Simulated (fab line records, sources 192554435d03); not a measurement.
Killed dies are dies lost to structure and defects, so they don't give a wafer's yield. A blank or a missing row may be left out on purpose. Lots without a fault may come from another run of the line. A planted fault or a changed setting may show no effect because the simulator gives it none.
Which tool did it? | flow n5_finfet | 24 lots, 72 wafers sampled, at 6 steps of a route of 1938

WHAT THE GAUGES READ, wafer by wafer
N5_BEOL_M3_CD_MEAS_11: target cd 17.05 nm. Usual: cd_nm 17.07 nm, standard deviation 0.22.
lot  | measured     | on        | cd_nm (nm)        | flag
L074 | day 7 03:55  | cd_sem-01 | 16.97 17.13 16.98 |
L075 | day 7 04:12  | cd_sem-02 | 17.30 17.20 16.65 |
L076 | day 7 09:52  | cd_sem-02 | 17.11 17.04 17.16 |
L077 | day 7 20:38  | cd_sem-02 | 17.25 17.07 17.02 |
L078 | day 8 04:01  | cd_sem-02 | 16.76 16.97 17.06 |
L079 | day 8 10:07  | cd_sem-02 | 17.26 17.11 17.21 |
L080 | day 8 12:32  | cd_sem-02 | 17.42 16.60 17.53 |
L081 | day 8 23:31  | cd_sem-01 | 16.73 17.06 17.27 |
L082 | day 9 03:24  | cd_sem-02 | 17.04 16.93 16.83 |
L084 | day 9 04:16  | cd_sem-02 | 17.24 16.98 17.31 |
L083 | day 9 05:07  | cd_sem-02 | 16.83 16.80 17.37 |
L085 | day 9 16:52  | cd_sem-03 | 17.36 16.96 17.20 |
L086 | day 10 03:41 | cd_sem-02 | 17.31 16.99 17.03 |
L088 | day 10 13:58 | cd_sem-02 | 16.94 16.66 16.84 |
L087 | day 10 15:58 | cd_sem-01 | 16.96 17.19 17.37 |
L089 | day 10 17:14 | cd_sem-02 | 16.87 16.84 16.90 |
L090 | day 10 23:20 | cd_sem-02 | 17.22 16.81 17.18 |
L092 | day 11 06:04 | cd_sem-02 | 17.65 17.05 17.14 |
L091 | day 11 06:06 | cd_sem-01 | 17.04 17.46 17.20 |
L093 | day 11 15:35 | cd_sem-01 | 17.10 16.81 17.08 |
L094 | day 11 19:19 | cd_sem-03 | 16.99 17.09 16.85 |
L095 | day 12 18:44 | cd_sem-03 | 17.10 16.93 16.91 |
L096 | day 12 19:33 | cd_sem-02 | 16.99 17.29 17.59 |
L097 | day 13 00:37 | cd_sem-02 | 17.26 17.15 17.27 |

N5_BEOL_M3_CD_MEAS_28: target cd 25.7 nm, target cd y 23.3 nm. Usual: cd_nm 25.67 nm, standard deviation 0.25.
lot  | measured     | on        | cd_nm (nm)        | flag
L074 | day 7 04:53  | cd_sem-02 | 25.12 25.42 25.47 |
L075 | day 7 05:28  | cd_sem-01 | 25.75 25.89 25.98 |
L076 | day 7 10:46  | cd_sem-03 | 25.72 25.96 26.02 |
L077 | day 7 21:40  | cd_sem-03 | 25.82 25.60 25.30 |
L078 | day 8 04:53  | cd_sem-03 | 25.46 25.63 25.43 |
L079 | day 8 11:05  | cd_sem-02 | 25.60 25.18 25.57 |
L080 | day 8 13:34  | cd_sem-02 | 25.70 25.51 25.33 |
L081 | day 9 00:42  | cd_sem-03 | 25.84 25.19 25.87 |
L082 | day 9 04:31  | cd_sem-02 | 25.72 25.35 25.42 |
L084 | day 9 05:42  | cd_sem-03 | 25.67 25.71 25.53 |
L083 | day 9 06:14  | cd_sem-02 | 25.50 25.50 25.19 |
L085 | day 9 17:44  | cd_sem-02 | 25.76 25.80 25.65 |
L086 | day 10 04:34 | cd_sem-01 | 25.89 25.97 25.83 |
L088 | day 10 14:50 | cd_sem-03 | 25.44 25.52 25.71 |
L087 | day 10 17:02 | cd_sem-02 | 25.68 26.04 25.69 |
L089 | day 10 18:22 | cd_sem-02 | 25.78 26.00 25.72 |
L090 | day 11 00:20 | cd_sem-03 | 25.74 25.71 25.58 |
L092 | day 11 07:05 | cd_sem-02 | 25.89 25.69 25.54 |
L091 | day 11 07:17 | cd_sem-01 | 25.29 25.52 25.87 |
L093 | day 11 16:40 | cd_sem-01 | 25.96 25.31 25.38 |
L094 | day 11 20:11 | cd_sem-03 | 25.74 26.17 25.48 |
L095 | day 12 19:44 | cd_sem-01 | 25.93 25.61 25.51 |
L096 | day 12 20:25 | cd_sem-02 | 26.20 25.56 26.10 |
L097 | day 13 01:29 | cd_sem-02 | 25.72 25.18 25.92 |

WHICH TOOL RAN EACH LOT (tool, then ch and the chambers of the sampled wafers, then the start)
lot  | N5_BEOL_M2_SURFACE_TREAT_85  | N5_BEOL_M2_ANNEAL_89         | N5_BEOL_M2_DEP_57               | N5_BEOL_M3_STRIP_19
L074 | pvd_sputter-01, day 6 19:45  | pvd_sputter-01, day 6 21:00  | pecvd-02 ch 1,2, day 7 00:01    | rie_diel-02 ch 0,1,3, day 7 04:29
L075 | pvd_sputter-02, day 6 22:35  | pvd_sputter-01, day 7 00:13  | pecvd-02 ch 0,1,2, day 7 02:00  | rie_diel-05 ch 0,2,3, day 7 04:57
L076 | pvd_sputter-01, day 7 05:25  | pvd_sputter-02, day 7 06:52  | pecvd-04 ch 0,1,2, day 7 08:39  | rie_diel-02 ch 0,1,3, day 7 10:21
L077 | pvd_sputter-03, day 7 16:02  | pvd_sputter-01, day 7 17:23  | pecvd-02 ch 0,1, day 7 19:11    | rie_diel-01 ch 2,3, day 7 21:07
L078 | pvd_sputter-01, day 7 23:20  | pvd_sputter-02, day 8 00:32  | pecvd-02 ch 0,1,2, day 8 02:20  | rie_diel-01 ch 0,1, day 8 04:29
L079 | pvd_sputter-01, day 8 04:13  | pvd_sputter-03, day 8 05:35  | pecvd-04 ch 0,1,2, day 8 07:22  | rie_diel-02 ch 1,2,3, day 8 10:41
L080 | pvd_sputter-01, day 8 07:22  | pvd_sputter-01, day 8 08:38  | pecvd-04 ch 0,1,2, day 8 10:25  | rie_diel-02 ch 0,1,2, day 8 13:01
L081 | pvd_sputter-01, day 8 17:46  | pvd_sputter-01, day 8 19:05  | pecvd-02 ch 0,2, day 8 21:35    | rie_diel-05 ch 0,2,3, day 9 00:19
L082 | pvd_sputter-03, day 8 21:56  | pvd_sputter-03, day 8 23:13  | pecvd-04 ch 0,2, day 9 01:12    | rie_diel-01 ch 0,2, day 9 03:59
L084 | pvd_sputter-01, day 9 00:23  | pvd_sputter-02, day 9 01:34  | pecvd-04 ch 0,2, day 9 03:23    | rie_diel-05 ch 0,3, day 9 05:11
L083 | pvd_sputter-01, day 9 00:25  | pvd_sputter-01, day 9 01:40  | pecvd-01 ch 0,2, day 9 03:27    | rie_diel-01 ch 1,3, day 9 05:43
L085 | pvd_sputter-03, day 9 11:44  | pvd_sputter-01, day 9 14:03  | pecvd-02 ch 0,2, day 9 15:51    | rie_diel-01 ch 2,3, day 9 17:21
L086 | pvd_sputter-01, day 9 23:31  | pvd_sputter-02, day 10 00:50 | pecvd-01 ch 0,2, day 10 02:41   | rie_diel-05 ch 0,2, day 10 04:10
L088 | pvd_sputter-01, day 10 09:50 | pvd_sputter-03, day 10 11:01 | pecvd-04 ch 1,2, day 10 12:52   | rie_diel-05 ch 0,1,2, day 10 14:27
L087 | pvd_sputter-02, day 10 11:38 | pvd_sputter-03, day 10 12:52 | pecvd-01 ch 0,1, day 10 14:58   | rie_diel-01 ch 0,1,2, day 10 16:39
L089 | pvd_sputter-01, day 10 13:31 | pvd_sputter-03, day 10 14:42 | pecvd-04 ch 0, day 10 16:31     | rie_diel-01 ch 0,1,2, day 10 17:51
L090 | pvd_sputter-02, day 10 17:11 | pvd_sputter-01, day 10 19:44 | pecvd-01 ch 0,1, day 10 21:37   | rie_diel-01 ch 0,2,3, day 10 23:49
L092 | pvd_sputter-02, day 11 01:52 | pvd_sputter-01, day 11 03:02 | pecvd-04 ch 0,1,2, day 11 04:51 | rie_diel-05 ch 0,1,3, day 11 06:41
L091 | pvd_sputter-02, day 11 01:54 | pvd_sputter-03, day 11 03:20 | pecvd-02 ch 1,2, day 11 05:07   | rie_diel-05 ch 0,1,3, day 11 06:46
L093 | pvd_sputter-02, day 11 11:47 | pvd_sputter-01, day 11 13:03 | pecvd-01 ch 0,1,2, day 11 14:51 | rie_diel-05 ch 1,2,3, day 11 16:09
L094 | pvd_sputter-02, day 11 14:57 | pvd_sputter-03, day 11 16:22 | pecvd-02 ch 1,2, day 11 18:14   | rie_diel-05 ch 0,1, day 11 19:48
L095 | pvd_sputter-03, day 12 13:13 | pvd_sputter-03, day 12 14:32 | pecvd-04 ch 0,1, day 12 16:19   | rie_diel-01 ch 2,3, day 12 19:13
L096 | pvd_sputter-03, day 12 15:52 | pvd_sputter-03, day 12 17:03 | pecvd-04 ch 0,1, day 12 18:50   | rie_diel-02 ch 0,2,3, day 12 20:02
L097 | pvd_sputter-02, day 12 19:07 | pvd_sputter-03, day 12 20:41 | pecvd-01 ch 1,2, day 12 22:35   | rie_diel-01 ch 0,2,3, day 13 01:05
- N5_BEOL_M2_SURFACE_TREAT_85
- N5_BEOL_M2_ANNEAL_89: time 240 s.
- N5_BEOL_M2_DEP_57: deposits SiCN from 3MS/NH3, target thk 8 nm, time 14 s.
- N5_BEOL_M3_STRIP_19: strips in O2.

WHAT THE TOOLS THEMSELVES READ (means of the sampled wafers that have a number; where no wafer has one, the mark that the record gives instead)
N5_BEOL_M2_ANNEAL_89. Usual: heater_power_w 810 W, standard deviation 83.
lot  | tool           | heater_power_w (W) | flag
L074 | pvd_sputter-01 | 835                |
L075 | pvd_sputter-01 | 790                |
L076 | pvd_sputter-02 | 886                |
L077 | pvd_sputter-01 | 807                |
L078 | pvd_sputter-02 | 961                |
L079 | pvd_sputter-03 | 796                |
L080 | pvd_sputter-01 | 770                |
L081 | pvd_sputter-01 | 756                |
L082 | pvd_sputter-03 | 768                |
L084 | pvd_sputter-02 | 885                |
L083 | pvd_sputter-01 | 821                |
L085 | pvd_sputter-01 | 794                |
L086 | pvd_sputter-02 | 878                |
L088 | pvd_sputter-03 | 771                |
L087 | pvd_sputter-03 | 810                |
L089 | pvd_sputter-03 | 755                |
L090 | pvd_sputter-01 | 844                |
L092 | pvd_sputter-01 | 844                |
L091 | pvd_sputter-03 | 821                |
L093 | pvd_sputter-01 | 772                |
L094 | pvd_sputter-03 | 791                |
L095 | pvd_sputter-03 | 760                |
L096 | pvd_sputter-03 | 759                |
L097 | pvd_sputter-03 | 754                |

N5_BEOL_M2_DEP_57. Usual: showerhead_plenum_p_Torr 3.658 Torr, standard deviation 0.011; throttle_valve_pct 9.0 %, standard deviation 0.36.
lot  | tool     | showerhead_plenum_p_Torr (Torr) | throttle_valve_pct (%) | flag
L074 | pecvd-02 | 3.654                           | 9.2                    |
L075 | pecvd-02 | 3.665                           | 9.0                    |
L076 | pecvd-04 | 3.657                           | 8.8                    |
L077 | pecvd-02 | 3.659                           | 9.2                    |
L078 | pecvd-02 | 3.664                           | 9.1                    |
L079 | pecvd-04 | 3.654                           | 8.9                    |
L080 | pecvd-04 | 3.661                           | 9.0                    |
L081 | pecvd-02 | 3.664                           | 9.1                    |
L082 | pecvd-04 | 3.652                           | 9.1                    |
L084 | pecvd-04 | 3.657                           | 8.8                    |
L083 | pecvd-01 | 3.654                           | 9.1                    |
L085 | pecvd-02 | 3.664                           | 9.0                    |
L086 | pecvd-01 | 3.657                           | 9.2                    |
L088 | pecvd-04 | 3.650                           | 8.8                    |
L087 | pecvd-01 | 3.645                           | 9.2                    |
L089 | pecvd-04 | 3.671                           | 9.2                    |
L090 | pecvd-01 | 3.650                           | 9.3                    |
L092 | pecvd-04 | 3.656                           | 8.9                    |
L091 | pecvd-02 | 3.666                           | 9.1                    |
L093 | pecvd-01 | 3.653                           | 8.8                    |
L094 | pecvd-02 | 3.666                           | 9.1                    |
L095 | pecvd-04 | 3.660                           | 8.8                    |
L096 | pecvd-04 | 3.662                           | 8.9                    |
L097 | pecvd-01 | 3.667                           | 8.4                    |

N5_BEOL_M3_STRIP_19. Usual: drypump_motor_current_A 5.9 A, standard deviation 0.3; oes_product_au 0.77 a.u., standard deviation 0.089; rf_vpp_V 3.6 V, standard deviation 0.5; showerhead_plenum_p_Torr 2.11 Torr, standard deviation 0.047; throttle_valve_pct 16.70 %, standard deviation 0.23.
lot  | tool        | drypump_motor_current_A (A) | oes_product_au (a.u.) | rf_vpp_V (V) | showerhead_plenum_p_Torr (Torr) | throttle_valve_pct (%) | flag
L074 | rie_diel-02 | 5.8                         | 0.77                  | 3.9          | 2.10                            | 16.61                  |
L075 | rie_diel-05 | 5.9                         | 0.81                  | 4.1          | 2.15                            | 16.67                  |
L076 | rie_diel-02 | 5.8                         | 0.77                  | 3.7          | 2.10                            | 16.62                  |
L077 | rie_diel-01 | 5.6                         | 0.72                  | 3.4          | 2.12                            | 16.95                  |
L078 | rie_diel-01 | 6.2                         | 0.67                  | 3.6          | 2.12                            | 16.66                  |
L079 | rie_diel-02 | 6.1                         | 0.82                  | 3.6          | 2.11                            | 16.66                  |
L080 | rie_diel-02 | 6.0                         | 0.83                  | 3.8          | 2.11                            | 16.69                  |
L081 | rie_diel-05 | 5.9                         | 0.79                  | 3.4          | 2.14                            | 16.68                  |
L082 | rie_diel-01 | 6.0                         | 0.67                  | 3.3          | 2.15                            | 16.78                  |
L084 | rie_diel-05 | 6.1                         | 0.81                  | 3.5          | 2.15                            | 16.76                  |
L083 | rie_diel-01 | 5.8                         | 0.75                  | 3.9          | 2.03                            | 16.82                  |
L085 | rie_diel-01 | 5.6                         | 0.71                  | 3.8          | 2.11                            | 16.98                  |
L086 | rie_diel-05 | 5.7                         | 0.83                  | 3.8          | 2.13                            | 16.66                  |
L088 | rie_diel-05 | 5.8                         | 0.84                  | 3.2          | 2.13                            | 16.56                  |
L087 | rie_diel-01 | 5.9                         | 0.77                  | 3.7          | 2.12                            | 16.66                  |
L089 | rie_diel-01 | 5.9                         | 0.77                  | 3.6          | 2.12                            | 16.66                  |
L090 | rie_diel-01 | 5.9                         | 0.80                  | 4.0          | 2.11                            | 16.72                  |
L092 | rie_diel-05 | 6.0                         | 0.79                  | 3.9          | 2.14                            | 16.63                  |
L091 | rie_diel-05 | 6.0                         | 0.80                  | 3.7          | 2.14                            | 16.63                  |
L093 | rie_diel-05 | 5.8                         | 0.78                  | 3.7          | 2.13                            | 16.56                  |
L094 | rie_diel-05 | 6.0                         | 0.85                  | 3.5          | 2.13                            | 16.65                  |
L095 | rie_diel-01 | 5.6                         | 0.69                  | 3.9          | 2.10                            | 17.02                  |
L096 | rie_diel-02 | 5.8                         | 0.79                  | 3.9          | 2.11                            | 16.60                  |
L097 | rie_diel-01 | 5.9                         | 0.78                  | 3.8          | 2.10                            | 16.74                  |

THE ANSWER, worked out from the rows above alone
Rule: a lot is off if the mean of its wafers that have a number lies more than 3 standard deviations from the usual mean. A lot without any number at a reading at which 4 lots or more have one is off too. The other lots that the step has rows for count as sound. The gauges are gone through in route order, then the tools' own readings, and for those a lot's mean is taken as printed above. The first step at which some lot is off is used, and at that step the reading that is off furthest; a lot without a number counts as furthest.
No lot is off at any reading shown: from this, nothing can be told.

WHAT THE SIMULATOR HAD PUT IN
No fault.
